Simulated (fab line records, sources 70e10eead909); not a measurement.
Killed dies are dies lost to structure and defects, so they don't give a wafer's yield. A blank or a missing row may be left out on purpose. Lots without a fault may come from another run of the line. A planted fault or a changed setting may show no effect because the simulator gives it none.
fab line records | flow nand_harc
record lots=7 wafers=21 last_day=32
route steps=1302 shown A_STAIRCASE@659 END@1302
lots that met no fault: from a run of the same line without faults
start_h: hours from the record's first day to the start of the lot's first wafer shown | wait_h: hours since the lot's step before | " the same as in the row above | L1.1+2: a row that stands for several wafers | - no value, or no start given | * or withheld: withheld | < > ~ a bound
route shown NAME@n: a module of which the file shows steps, and the number in the route of the first | usual: mean/standard deviation of fault-free wafers | same: alike in all rows | chamber/n: place in a boat | sites: the reading at each site | _std_site: their standard deviation | _edge_site: outer sites' mean less inner sites' | radius_mm: how far each site lies from the wafer's centre | mask NAME#n: copy n | behind: the tool/chamber that last shaped the wafer | hold: why the lot was held/for how many hours/how that ended | device: the transistor (n, p or np) that didn't switch | end of line: the same wafers' tests at the end of the route | a step without rows: its recipe alone | killed: dies lost to structure and defects at the first sort, not the wafer's yield | map: a wafer's dies, x killed, . not, _ none there
set.NAME: the setting as run; set.NAME@STEP: as run at that earlier step | model.NAME: the simulator's own value behind a step, which no gauge read
lots at some steps of the route; a table a step, a row a wafer
services: from which hour (start_h, from the record's first day; less than 0 if before it) a tool's chamber was out of use, for how many hours, and why
## steps
# step NHARC_A_STAIRCASE_COAT_03
# recipe spin_rpm=1200
# step NHARC_A_STAIRCASE_SOFTBAKE_04
# recipe temp_c=135 time_s=170
# step NHARC_A_STAIRCASE_EBR_05
# step NHARC_A_STAIRCASE_EXPOSE_06
# recipe na=0.5 dose_mj=25.43 mask_id=STAIR
# step NHARC_A_STAIRCASE_PEB_07
# recipe peb_temp_c=115 peb_time_s=130
# step NHARC_A_STAIRCASE_DEVELOP_08
# recipe time_s=140
# step NHARC_A_STAIRCASE_HARDBAKE_10
# recipe temp_c=120 time_s=140
# step NHARC_A_STAIRCASE_DESCUM_11
# recipe time_s=3 o2_flow_sccm=200 ar_flow_sccm=0 bias_power_w=0 chemistry=O2
# usual drypump_motor_current_A=5.8/0.5 oes_product_au=0.997/0.007 rf_vpp_V=57.7/0.92 showerhead_plenum_p_Torr=1.92/0.078 throttle_valve_pct=11.310/0.0092
# columns lot.wafer tool chamber start_h wait_h drypump_motor_current_A oes_product_au rf_hours_counter_h rf_vpp_V showerhead_plenum_p_Torr throttle_valve_pct
L742.4 rie_diel-04 2 350.23 - 6.2 1.005 53 57.8 1.98 11.308
L742.2 " 3 " " 6.0 1.002 58 58.5 2.04 11.316
L742.1 " 1 " " 6.6 1.004 60 55.6 1.78 11.314
L748.4 rie_diel-12 2 410.85 - 5.4 0.994 46 57.1 1.97 11.297
L748.6 " 2 " " 5.4 1.006 - 58.1 1.97 11.316
L748.5 " 3 " " 6.1 1.002 - 57.7 1.86 11.325
L749.4 rie_diel-12 1 419.36 - 5.5 0.988 52 60.1 1.95 11.305
L749.2 " 2 " " 5.5 1.010 49 58.8 1.97 11.322
L749.5 " 0 " " 5.0 1.012 - 57.7 1.86 11.310
L750.1 rie_diel-04 3 422.94 - 6.0 0.988 23 58.1 2.03 11.305
L750.3 " 2 " " 6.2 0.991 24 58.4 1.97 11.316
L750.5 " 2 " " 6.2 0.990 - 59.0 1.97 11.307
L758.1 rie_diel-04 1 519.44 - 6.6 1.001 33 55.9 1.77 11.300
L758.4 " 2 " " 6.2 0.993 58 58.3 1.96 11.314
L758.3 " 3 " " 6.0 1.000 58 57.2 2.02 11.316
L759.4 rie_diel-04 2 519.72 - 6.2 0.992 58 58.4 1.96 11.307
L759.2 " 0 " " 5.3 0.995 48 57.9 1.83 11.302
L759.6 " 2 " " 6.2 0.992 - 58.6 1.96 11.318
L762.1 rie_diel-04 2 546.81 - 6.2 0.985 1 56.9 1.95 11.309
L762.2 " 3 " " 6.0 0.992 1 57.3 2.02 11.303
L762.5 " 2 " " 6.2 0.986 - 60.0 1.95 11.298
# step NHARC_A_STAIRCASE_TRIM_12
# recipe time_s=211.2 o2_flow_sccm=500 ar_flow_sccm=0 bias_w=0 chemistry=O2
# usual drypump_motor_current_A=5.8/0.5 oes_product_au=0.997/0.0079 rf_vpp_V=57.8/0.97 showerhead_plenum_p_Torr=3.55/0.13 throttle_valve_pct=17.036/0.0095
# columns lot.wafer tool chamber start_h wait_h drypump_motor_current_A oes_product_au rf_hours_counter_h rf_vpp_V showerhead_plenum_p_Torr throttle_valve_pct
L742.1 rie_diel-04 3 350.32 0.1 6.0 0.993 58 58.7 3.74 17.039
L742.2 " 0 " " 5.3 0.990 49 58.4 3.41 17.027
L742.4 " 2 " " 6.3 1.002 53 59.3 3.64 17.038
L748.4 rie_diel-12 1 411.09 0.2 5.5 0.987 49 58.0 3.60 17.030
L748.6 " 3 " " 6.1 0.992 - 58.8 3.43 17.045
L748.5 " 0 " " 5.0 0.992 - 58.7 3.44 17.046
L749.2 rie_diel-12 2 419.45 0.1 5.4 0.993 49 57.5 3.63 17.033
L749.4 " 0 " " 5.0 1.014 48 57.8 3.44 17.030
L749.5 " 2 " " 5.4 0.999 - 58.0 3.63 17.022
L750.1 rie_diel-04 2 423.05 0.1 6.2 0.994 24 57.4 3.62 17.030
L750.3 " 1 " " 6.6 0.991 20 57.9 3.28 17.040
L750.5 " 1 " " 6.6 0.993 - 58.0 3.28 17.023
L758.1 rie_diel-04 1 519.53 0.1 6.6 0.996 33 56.9 3.28 17.023
L758.4 " 2 " " 6.2 0.978 58 58.2 3.60 17.043
L758.3 " 3 " " 6.0 0.993 59 59.8 3.71 17.013
L759.4 rie_diel-04 0 519.87 0.1 5.3 1.004 48 57.8 3.38 17.035
L759.2 " 1 " " 6.6 0.996 33 55.7 3.28 17.036
L759.6 " 3 " " 6.0 0.999 - 58.1 3.71 17.029
L762.2 rie_diel-04 2 546.88 0.1 6.2 0.996 1 57.5 3.60 17.029
L762.1 " 0 " " 5.2 1.003 0 56.7 3.38 17.015
L762.5 " 3 " " 6.0 1.006 - 57.8 3.70 17.049
# step NHARC_A_STAIRCASE_ETCH_13
# recipe target_depth_a=1000 time_s=40.5 ion_energy_ev=400 c4f8_flow_sccm=20 o2_flow_sccm=10 ar_flow_sccm=withheld rf_w=600 bias_w=1000 chemistry=C4F8/O2
# usual bias_w=1000.5/3 chamber_pressure_mTorr=25.001/0.024 oes_product_au=0.941/0.016 rf_vpp_V=897/4.9
# columns lot.wafer tool chamber start_h wait_h bias_w chamber_pressure_mTorr oes_product_au rf_hours_counter_h rf_vpp_V
L742.4 rie_diel-04 0 - - 1000.7 25.006 0.964 49 893
L742.2 " 2 " " 1005.7 24.994 0.948 53 900
L742.1 " 3 " " 1004.9 24.990 0.951 58 902
L748.4 rie_diel-12 1 - - 997.7 25.024 0.928 49 899
L748.5 " 2 " " 1006.1 24.988 0.934 - 900
L748.6 " 3 " " 1002.9 25.016 0.934 - 893
L749.4 rie_diel-12 3 - - 998.0 24.984 0.951 45 893
L749.2 " 1 " " 1002.5 24.966 0.933 52 899
L749.5 " 3 " " 1006.0 24.980 0.950 - 892
L750.3 rie_diel-04 2 - - 1002.3 25.012 0.939 25 899
L750.1 " 3 " " 1001.4 24.984 0.931 23 904
L750.5 " 1 " " 998.5 25.036 0.924 - 887
L758.4 rie_diel-04 2 - - 1000.3 24.987 0.935 58 898
L758.3 " 0 " " 998.4 25.013 0.951 48 891
L758.1 " 1 " " 1005.6 25.028 0.936 33 888
L759.4 rie_diel-04 3 - - 1003.5 25.012 0.930 59 903
L759.2 " 0 " " 1001.4 25.004 0.938 48 890
L759.6 " 2 " " 1000.1 25.014 0.919 - 900
L762.2 rie_diel-04 0 - - 1006.7 24.987 0.957 0 890
L762.1 " 2 " " 1004.4 25.018 0.936 1 898
L762.5 " 3 " " 1003.5 24.992 0.942 - 903
# step NHARC_A_STAIRCASE_TRIM_14
# recipe time_s=211.2 o2_flow_sccm=500 ar_flow_sccm=0 bias_w=0 chemistry=O2
# usual drypump_motor_current_A=5.8/0.5 oes_product_au=0.998/0.0074 rf_vpp_V=57.8/0.96 showerhead_plenum_p_Torr=3.54/0.14 throttle_valve_pct=17.036/0.0089
# columns lot.wafer tool chamber start_h wait_h drypump_motor_current_A oes_product_au rf_hours_counter_h rf_vpp_V showerhead_plenum_p_Torr throttle_valve_pct
L742.1 rie_diel-04 2 - - 6.2 1.003 53 57.2 3.64 17.037
L742.4 " 0 " " 5.3 0.998 49 58.2 3.41 17.030
L742.2 " 1 " " 6.6 1.011 60 57.3 3.29 17.039
L748.4 rie_diel-12 3 - - 6.1 1.000 43 57.2 3.43 17.037
L748.6 " 2 " " 5.5 1.006 - 59.2 3.63 17.036
L748.5 " 3 " " 6.1 1.003 - 58.0 3.43 17.052
L749.2 rie_diel-12 0 - - 5.0 0.991 48 57.7 3.44 17.039
L749.4 " 1 " " 5.5 0.986 52 58.2 3.60 17.047
L749.5 " 0 " " 5.0 1.003 - 57.5 3.44 17.027
L750.3 rie_diel-04 1 - - 6.6 0.993 20 56.7 3.28 17.043
L750.1 " 2 " " 6.2 0.996 25 57.4 3.62 17.028
L750.5 " 3 " " 6.0 1.011 - 59.8 3.73 17.046
L758.4 rie_diel-04 1 - - 6.6 0.993 33 55.4 3.28 17.047
L758.1 " 2 " " 6.2 0.976 58 58.3 3.60 17.032
L758.3 " 3 " " 6.0 0.998 59 58.4 3.71 17.049
L759.2 rie_diel-04 3 - - 6.0 1.008 59 58.1 3.71 17.033
L759.4 " 0 " " 5.3 1.000 48 55.0 3.38 17.041
L759.6 " 3 " " 6.0 1.004 - 59.1 3.71 17.024
L762.1 rie_diel-04 3 - - 6.0 0.999 1 59.3 3.70 17.035
L762.2 " 2 " " 6.2 0.992 1 56.5 3.60 17.041
L762.5 " 3 " " 6.0 1.003 - 57.4 3.71 17.024
# step NHARC_A_STAIRCASE_ETCH_15
# recipe target_depth_a=1000 time_s=40.5 ion_energy_ev=400 c4f8_flow_sccm=20 o2_flow_sccm=10 ar_flow_sccm=withheld rf_w=600 bias_w=1000 chemistry=C4F8/O2
# usual bias_w=1000.2/2.8 chamber_pressure_mTorr=25.000/0.022 oes_product_au=0.941/0.011 rf_vpp_V=897/5.2
# columns lot.wafer tool chamber start_h wait_h bias_w chamber_pressure_mTorr oes_product_au rf_hours_counter_h rf_vpp_V
L742.4 rie_diel-04 0 350.71 - 993.0 25.000 0.947 50 892
L742.2 " 1 " " 998.7 25.038 0.965 60 887
L742.1 " 2 " " 1001.6 25.025 0.950 54 900
L748.4 rie_diel-12 1 412.59 - - - - - -
L748.5 " 0 " " - - - - -
L748.6 " 1 " " - - - - -
L749.4 rie_diel-12 2 419.83 - - - - - -
L749.2 " 3 " " - - - - -
L749.5 " 2 " " - - - - -
L750.3 rie_diel-04 3 423.62 - - - - - -
L750.1 " 1 " " - - - - -
L750.5 " 1 " " - - - - -
L758.3 rie_diel-04 2 519.93 - 999.7 25.011 0.931 58 900
L758.1 " 3 " " 995.6 25.010 0.952 59 904
L758.4 " 0 " " 1000.0 25.013 0.956 48 890
L759.2 rie_diel-04 3 520.27 - 1001.8 24.985 0.941 59 904
L759.4 " 2 " " 996.4 25.011 0.926 59 899
L759.6 " 3 " " 991.4 25.048 0.933 - 902
L762.1 rie_diel-04 2 547.27 - 1006.2 24.985 0.941 1 899
L762.2 " 0 " " 1000.3 24.974 0.939 1 890
L762.5 " 2 " " 1003.3 24.984 0.941 - 900
# step NHARC_A_STAIRCASE_TRIM_16
# recipe time_s=211.2 o2_flow_sccm=500 ar_flow_sccm=0 bias_w=0 chemistry=O2
# usual drypump_motor_current_A=5.8/0.51 oes_product_au=0.998/0.0078 rf_vpp_V=57.9/0.86 showerhead_plenum_p_Torr=3.53/0.13 throttle_valve_pct=17.036/0.0096
# columns lot.wafer tool chamber start_h wait_h drypump_motor_current_A oes_product_au rf_hours_counter_h rf_vpp_V showerhead_plenum_p_Torr throttle_valve_pct
L742.1 rie_diel-04 2 - - 6.2 0.998 54 58.5 3.64 17.046
L742.4 " 3 " " 6.0 1.002 58 58.1 3.74 17.031
L742.2 " 0 " " 5.2 0.997 50 59.1 3.41 17.040
L748.4 rie_diel-12 3 - - 6.1 1.004 44 58.2 3.43 17.048
L748.6 " 2 " " 5.5 1.001 - 58.6 3.63 17.034
L748.5 " 3 " " 6.1 1.007 - 58.5 3.43 17.033
L749.4 rie_diel-12 3 - - 6.1 1.002 45 58.6 3.43 17.036
L749.2 " 1 " " 5.5 0.989 52 59.9 3.60 17.033
L749.5 " 2 " " 5.4 1.004 - 59.5 3.63 17.030
L750.1 rie_diel-04 1 - - 6.5 0.996 20 57.2 3.28 17.053
L750.3 " 2 " " 6.3 0.992 25 56.8 3.62 17.021
L750.5 " 1 " " 6.6 0.989 - 57.1 3.28 17.032
L758.3 rie_diel-04 2 - - 6.2 0.992 58 59.2 3.60 17.041
L758.1 " 3 " " 6.0 1.012 59 58.6 3.71 17.053
L758.4 " 0 " " 5.2 1.003 48 58.3 3.38 17.026
L759.2 rie_diel-04 2 - - 6.2 0.990 59 58.9 3.60 17.038
L759.4 " 0 " " 5.2 0.996 48 57.8 3.38 17.040
L759.6 " 2 " " 6.2 0.985 - 57.4 3.60 17.032
L762.1 rie_diel-04 1 - - 6.6 1.003 1 56.9 3.81 17.050
L762.2 " 2 " " 6.2 0.995 1 57.8 3.60 17.023
L762.5 " 0 " " 5.3 0.999 - 58.4 3.38 17.021
# step NHARC_END_SORT_01
# recipe temp_c=25
# usual killed_at_array=58/15 killed_at_other=0.8/1.2 killed_at_periphery=3.5/2.5 killed_dies=62/15 killed_open=3.2/1.7 killed_short=2.4/1.5
# same gross_dies=677
# columns lot.wafer tool chamber start_h wait_h hold killed_at_array killed_at_other killed_at_periphery killed_dies killed_open killed_short
L742.1 prober-02 0 555.36 2.5 - 78 0 0 78 1 3
L742.2 prober-02 0 556.16 2.8 - 64 0 2 66 2 1
L742.4 prober-02 0 557.78 3.4 - 72 0 2 74 3 1
L748.4 prober-02 0 633.99 3.4 await_dispo/5.3h/scrap 675 0 2 677 3 1
L748.5 prober-02 0 634.79 3.7 await_dispo/5.3h/scrap 674 0 3 677 2 1
L748.6 prober-02 0 635.60 4.0 await_dispo/5.3h/scrap 675 1 1 677 3 1
L749.2 prober-02 0 644.93 2.8 await_dispo/1.9h/scrap 671 2 4 677 3 5
L749.4 prober-02 0 646.54 3.4 await_dispo/1.9h/scrap 672 0 5 677 3 2
L749.5 prober-02 0 647.34 3.7 await_dispo/1.9h/scrap 669 0 8 677 3 3
L750.1 prober-02 0 651.95 2.5 await_dispo/1.2h/scrap 675 1 1 677 2 0
L750.3 prober-02 0 653.53 3.1 await_dispo/1.2h/scrap 673 1 3 677 4 3
L750.5 prober-02 0 655.12 3.7 await_dispo/1.2h/scrap 674 1 2 677 4 1
L758.1 prober-02 0 723.47 2.5 - 89 0 1 90 2 3
L758.3 prober-02 0 725.09 3.1 - 67 2 3 72 4 3
L758.4 prober-02 0 725.90 3.4 - 72 0 4 76 0 4
L759.2 prober-01 0 734.22 2.8 - 68 0 4 72 7 3
L759.4 prober-01 0 735.84 3.4 - 78 1 2 81 2 1
L759.6 prober-01 0 737.46 4.0 - 70 0 1 71 5 1
# killed by level:class
L742.1 A_CHANNEL_HOLE_D2:chamber_film_flake=30 A_SLIT:chamber_film_flake=20 A_CHANNEL_HOLE_D1:chamber_film_flake=17 A_STAIRCASE:chamber_film_flake=5 A_CHANNEL_FILL_D1:geometric_particle:short=1 A_CHANNEL_FILL_D2:geometric_particle:short=1 A_WL_FILL:geometric_particle:open=1 A_CONTACT:geometric_particle:short=1
L742.2 A_CHANNEL_HOLE_D1:chamber_film_flake=24 A_CHANNEL_HOLE_D2:chamber_film_flake=22 A_SLIT:chamber_film_flake=10 A_STAIRCASE:chamber_film_flake=3 P_GATE:chamber_film_flake=2 A_ONON_D1:geometric_particle:short=1 A_ONON_D1:geometric_particle:open=1 A_SGD_CUT:geometric_particle:open=1
L742.4 A_CHANNEL_HOLE_D2:chamber_film_flake=25 A_CHANNEL_HOLE_D1:chamber_film_flake=21 A_SLIT:chamber_film_flake=16 A_STAIRCASE:chamber_film_flake=3 A_CONTACT:chamber_film_flake=2 P_CONTACT:geometric_particle:open=1 A_SOURCE_PLATE:geometric_particle:open=1 A_ONON_D2:geometric_particle:open=1
L748.4 A_STAIRCASE:area_etch=630 A_SLIT:chamber_film_flake=28 A_CONTACT:chamber_film_flake=5 A_CHANNEL_HOLE_D2:chamber_film_flake=4 A_CHANNEL_HOLE_D1:chamber_film_flake=2 A_ONON_D1:geometric_particle:open=1 A_ONON_D1:geometric_particle:short=1 A_SGD_CUT:geometric_particle:open=1
L748.5 A_STAIRCASE:area_etch=625 A_SLIT:chamber_film_flake=30 A_CHANNEL_HOLE_D2:chamber_film_flake=8 A_CHANNEL_HOLE_D1:chamber_film_flake=5 A_CONTACT:chamber_film_flake=4 P_GATE:chamber_film_flake=2 P_CONTACT:geometric_particle:open=1 A_WL_FILL:geometric_particle:short=1
L748.6 A_STAIRCASE:area_etch=626 A_SLIT:chamber_film_flake=28 A_CONTACT:chamber_film_flake=8 A_CHANNEL_HOLE_D2:chamber_film_flake=5 A_CHANNEL_HOLE_D1:chamber_film_flake=2 A_WL_FILL:chamber_film_flake=2 A_CHANNEL_FILL_D1:geometric_particle:short=1 A_BLC:geometric_particle:open=1
L749.2 A_STAIRCASE:area_etch=605 A_CHANNEL_HOLE_D2:chamber_film_flake=32 A_STAIRCASE:chamber_film_flake=10 A_CONTACT:chamber_film_flake=9 A_SLIT:chamber_film_flake=3 P_ZERO_WELL:chamber_film_flake=2 A_CHANNEL_FILL_D2:chamber_film_flake=2 THIN_TSV:chamber_film_flake=2
L749.4 A_STAIRCASE:area_etch=617 A_CHANNEL_HOLE_D2:chamber_film_flake=32 A_CONTACT:chamber_film_flake=8 A_STAIRCASE:chamber_film_flake=7 P_ZERO_WELL:chamber_film_flake=3 A_SLIT:chamber_film_flake=3 P_M0:geometric_particle:open=2 A_CHANNEL_HOLE_D1:chamber_film_flake=2
L749.5 A_STAIRCASE:area_etch=613 A_CHANNEL_HOLE_D2:chamber_film_flake=31 A_STAIRCASE:chamber_film_flake=6 A_CHANNEL_HOLE_D1:chamber_film_flake=5 P_ZERO_WELL:chamber_film_flake=3 P_BONDPAD:chamber_film_flake=3 A_CONTACT:chamber_film_flake=3 A_M1:chamber_film_flake=3
L750.1 A_STAIRCASE:area_etch=589 A_CHANNEL_HOLE_D1:chamber_film_flake=39 A_SLIT:chamber_film_flake=28 A_CHANNEL_HOLE_D2:chamber_film_flake=7 A_CONTACT:chamber_film_flake=3 A_DECK1_JOINT:chamber_film_flake=2 A_STAIRCASE:chamber_film_flake=2 A_BONDPAD:chamber_film_flake=2
L750.3 A_STAIRCASE:area_etch=575 A_SLIT:chamber_film_flake=34 A_CHANNEL_HOLE_D1:chamber_film_flake=30 A_CHANNEL_HOLE_D2:chamber_film_flake=15 A_CONTACT:chamber_film_flake=5 A_STAIRCASE:chamber_film_flake=3 A_BONDPAD:chamber_film_flake=3 P_GATE:geometric_particle:open=1
L750.5 A_STAIRCASE:area_etch=590 A_CHANNEL_HOLE_D1:chamber_film_flake=35 A_SLIT:chamber_film_flake=30 A_STAIRCASE:chamber_film_flake=5 A_CHANNEL_HOLE_D2:chamber_film_flake=4 A_CHANNEL_FILL_D2:geometric_particle:open=2 A_WL_FILL:chamber_film_flake=2 A_BONDPAD:chamber_film_flake=2
L758.1 A_SLIT:chamber_film_flake=41 A_CHANNEL_HOLE_D1:chamber_film_flake=34 A_SGD_CUT:chamber_film_flake=3 A_CHANNEL_FILL_D2:chamber_film_flake=2 A_WL_FILL:chamber_film_flake=2 A_BONDPAD:chamber_film_flake=2 A_CHANNEL_HOLE_D1:geometric_particle:short=1 A_CHANNEL_FILL_D1:geometric_particle:open=1
L758.3 A_CHANNEL_HOLE_D1:chamber_film_flake=29 A_SLIT:chamber_film_flake=23 A_STAIRCASE:chamber_film_flake=3 A_ONON_D1:geometric_particle:open=2 A_CHANNEL_FILL_D2:chamber_film_flake=2 A_BONDPAD:chamber_film_flake=2 THIN_TSV:chamber_film_flake=2 P_M1:geometric_particle:short=1
L758.4 A_SLIT:chamber_film_flake=36 A_CHANNEL_HOLE_D1:chamber_film_flake=30 P_CONTACT:geometric_particle:short=1 P_M0:geometric_particle:short=1 A_DECK1_JOINT:geometric_particle:short=1 A_CHANNEL_FILL_D2:geometric_particle:short=1 P_STI:chamber_film_flake=1 P_GATE:chamber_film_flake=1
L759.2 A_CHANNEL_HOLE_D1:chamber_film_flake=29 A_CHANNEL_HOLE_D2:chamber_film_flake=13 A_CONTACT:chamber_film_flake=8 A_STAIRCASE:chamber_film_flake=7 P_M0:geometric_particle:open=2 A_SLIT:chamber_film_flake=2 A_CHANNEL_FILL_D1:geometric_particle:open=2 P_CONTACT:geometric_particle:open=1
L759.4 A_CHANNEL_HOLE_D2:chamber_film_flake=29 A_CHANNEL_HOLE_D1:chamber_film_flake=28 A_SLIT:chamber_film_flake=8 A_CONTACT:chamber_film_flake=5 A_STAIRCASE:chamber_film_flake=4 P_CONTACT:geometric_particle:open=1 A_M0:geometric_particle:open=1 P_BONDPAD:chamber_film_flake=1
L759.6 A_CHANNEL_HOLE_D1:chamber_film_flake=31 A_CHANNEL_HOLE_D2:chamber_film_flake=25 A_WL_FILL:geometric_particle:open=2 A_STAIRCASE:chamber_film_flake=2 A_SLIT:chamber_film_flake=2 A_CONTACT:chamber_film_flake=2 A_ONON_D1:geometric_particle:open=1 A_CHANNEL_FILL_D1:geometric_particle:open=1
# map L748.4 (x killed, . not)
____________x____________
_________xxxxxxx_________
_______xxxxxxxxxxx_______
______xxxxxxxxxxxxx______
_____xxxxxxxxxxxxxxx_____
____xxxxxxxxxxxxxxxxx____
____xxxxxxxxxxxxxxxxx____
___xxxxxxxxxxxxxxxxxxx___
___xxxxxxxxxxxxxxxxxxx___
__xxxxxxxxxxxxxxxxxxxxx__
__xxxxxxxxxxxxxxxxxxxxx__
_xxxxxxxxxxxxxxxxxxxxxxx_
_xxxxxxxxxxxxxxxxxxxxxxx_
_xxxxxxxxxxxxxxxxxxxxxxx_
_xxxxxxxxxxxxxxxxxxxxxxx_
_xxxxxxxxxxxxxxxxxxxxxxx_
xxxxxxxxxxxxxxxxxxxxxxxxx
xxxxxxxxxxxxxxxxxxxxxxxxx
xxxxxxxxxxxxxxxxxxxxxxxxx
xxxxxxxxxxxxxxxxxxxxxxxxx
xxxxxxxxxxxxxxxxxxxxxxxxx
_xxxxxxxxxxxxxxxxxxxxxxx_
_xxxxxxxxxxxxxxxxxxxxxxx_
_xxxxxxxxxxxxxxxxxxxxxxx_
_xxxxxxxxxxxxxxxxxxxxxxx_
_xxxxxxxxxxxxxxxxxxxxxxx_
__xxxxxxxxxxxxxxxxxxxxx__
__xxxxxxxxxxxxxxxxxxxxx__
___xxxxxxxxxxxxxxxxxxx___
___xxxxxxxxxxxxxxxxxxx___
____xxxxxxxxxxxxxxxxx____
____xxxxxxxxxxxxxxxxx____
_____xxxxxxxxxxxxxxx_____
______xxxxxxxxxxxxx______
_______xxxxxxxxxxx_______
_________xxxxxxx_________
____________x____________
# map L749.2 (x killed, . not)
____________x____________
_________xxxxxxx_________
_______xxxxxxxxxxx_______
______xxxxxxxxxxxxx______
_____xxxxxxxxxxxxxxx_____
____xxxxxxxxxxxxxxxxx____
____xxxxxxxxxxxxxxxxx____
___xxxxxxxxxxxxxxxxxxx___
___xxxxxxxxxxxxxxxxxxx___
__xxxxxxxxxxxxxxxxxxxxx__
__xxxxxxxxxxxxxxxxxxxxx__
_xxxxxxxxxxxxxxxxxxxxxxx_
_xxxxxxxxxxxxxxxxxxxxxxx_
_xxxxxxxxxxxxxxxxxxxxxxx_
_xxxxxxxxxxxxxxxxxxxxxxx_
_xxxxxxxxxxxxxxxxxxxxxxx_
xxxxxxxxxxxxxxxxxxxxxxxxx
xxxxxxxxxxxxxxxxxxxxxxxxx
xxxxxxxxxxxxxxxxxxxxxxxxx
xxxxxxxxxxxxxxxxxxxxxxxxx
xxxxxxxxxxxxxxxxxxxxxxxxx
_xxxxxxxxxxxxxxxxxxxxxxx_
_xxxxxxxxxxxxxxxxxxxxxxx_
_xxxxxxxxxxxxxxxxxxxxxxx_
_xxxxxxxxxxxxxxxxxxxxxxx_
_xxxxxxxxxxxxxxxxxxxxxxx_
__xxxxxxxxxxxxxxxxxxxxx__
__xxxxxxxxxxxxxxxxxxxxx__
___xxxxxxxxxxxxxxxxxxx___
___xxxxxxxxxxxxxxxxxxx___
____xxxxxxxxxxxxxxxxx____
____xxxxxxxxxxxxxxxxx____
_____xxxxxxxxxxxxxxx_____
______xxxxxxxxxxxxx______
_______xxxxxxxxxxx_______
_________xxxxxxx_________
____________x____________
## services
# columns tool chamber start_h hours kind
rie_diel-12 - 335.31 2.3 repair
rie_diel-04 0 337.25 - clean
rie_diel-04 1 337.25 - clean
rie_diel-04 2 337.25 - clean
rie_diel-04 3 337.25 - clean
rie_diel-04 - 357.82 9.0 pm
rie_diel-04 0 357.82 9.0 vent_cycle
rie_diel-04 1 357.82 9.0 vent_cycle
rie_diel-04 2 357.82 9.0 vent_cycle
rie_diel-04 3 357.82 9.0 vent_cycle
rie_diel-04 0 366.82 - clean
rie_diel-04 1 366.82 - clean
rie_diel-04 1 366.82 - consumable_replace:focus_ring
rie_diel-04 2 366.82 - clean
rie_diel-04 3 366.82 - clean
rie_diel-04 0 391.32 - clean
rie_diel-04 1 391.32 - clean
rie_diel-04 1 395.52 5.5 repair
rie_diel-12 - 396.22 1.2 repair
rie_diel-04 1 411.04 2.2 repair
rie_diel-04 0 416.90 7.5 repair
rie_diel-12 - 445.50 9.0 pm
rie_diel-04 1 446.43 59.4 repair
rie_diel-04 - 534.82 9.0 pm
## key
first_sign step=NHARC_A_STAIRCASE_ETCH_15 reading=tool_record direction=missing
effect step=NHARC_END_SORT_01 reading=killed_dies direction=up sigmas=42 usual=62 struck=677
more_kills_born_at NHARC_A_STAIRCASE_ETCH_15@rie_diel-12=3716 NHARC_A_STAIRCASE_ETCH_15@rie_diel-04=1754
met_at NHARC_A_STAIRCASE_ETCH_15
struck_wafers L748.4,L748.5,L748.6,L749.2,L749.4,L749.5,L750.1,L750.3,L750.5
later_rows_left_out L748.4,L748.5,L748.6,L749.2,L749.4,L749.5,L750.1,L750.3,L750.5
tester_left_out L748,L749,L750
onset_between 350.71 412.59
fault kind=skipped_step_whole tool=rie_diel-04,rie_diel-12 chamber=- onset_h=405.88 steps=NHARC_A_STAIRCASE_ETCH_15 scope=struck_lots_only
# tester_left_out: of these lots the tester's yield and bins aren't shown, on N5 and GAA mostly nor the transistor test; their killed dies are dies lost to structure and defects alone, not to doping, threshold or leakage, so they don't give the yield
# later_rows_left_out: the simulator's readings of these wafers behind a module that went badly wrong aren't trusted and aren't shown, but for the sort
